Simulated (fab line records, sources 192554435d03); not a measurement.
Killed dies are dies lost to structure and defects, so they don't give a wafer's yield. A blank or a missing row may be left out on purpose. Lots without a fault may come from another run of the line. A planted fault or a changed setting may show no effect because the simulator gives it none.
Chamber matching | flow n5_finfet | N5_ILD0_ALD_15 on ald_sin-02: 4 sister chambers
The step deposits SiNx, target thk 24 nm, pulse time 1 s, ald cycles 480. 8 wafers are shown with their chamber, then 7 later ones without.

WAFERS WITH THEIR CHAMBER
wafer  | chamber | heater_power_w (W) | precursor_pulse_height_rel
L076.6 | 2       | 757                | 0.981
L079.1 | 0       | 790                | 0.994
L079.2 | 1       | 718                | 0.993
L081.2 | 0       | 808                | 0.995
L081.4 | 2       | 745                | 1.020
L081.5 | 1       | 691                | 0.992
L085.3 | 3       | 815                | 0.983
L085.5 | 3       | 801                | 0.989

WAFERS WITHOUT THEIR CHAMBER
wafer  | heater_power_w (W) | precursor_pulse_height_rel
L085.6 | 761                | 0.950
L087.2 | 739                | 1.025
L087.3 | 808                | 0.979
L087.5 | 799                | 1.014
L095.1 | 802                | 1.011
L095.3 | 756                | 0.979
L095.4 | 795                | 0.968

WHICH CHAMBER EACH WENT THROUGH
wafer  | from the rows above               | in truth
L085.6 | can't be placed: 2 or 0 or 3 or 1 | 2
L087.2 | can't be placed: 2 or 1           | 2
L087.3 | can't be placed: 3 or 0           | 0
L087.5 | can't be placed: 0 or 3           | 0
L095.1 | can't be placed: 0 or 3           | 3
L095.3 | can't be placed: 2 or 0           | 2
L095.4 | can't be placed: 3 or 0           | 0
Placed correctly: 0 of 7. Can't be placed from these rows: 7 (the true chamber is among the candidates in 7). Placed wrongly: 0.
How it was worked out, from the rows above alone: a wafer's distance from a chamber is the root of the sum, over the readings, of the square of ((its reading less the chamber's mean) divided by the reading's scatter). The wafer belongs to the nearest chamber; if the next one is less than 2 further off, it can't be placed. A chamber's mean is the mean of its shown wafers. The scatter: the root of (the sum of the squares of (reading less its chamber's mean) over the shown wafers, divided by (wafers less chambers)).
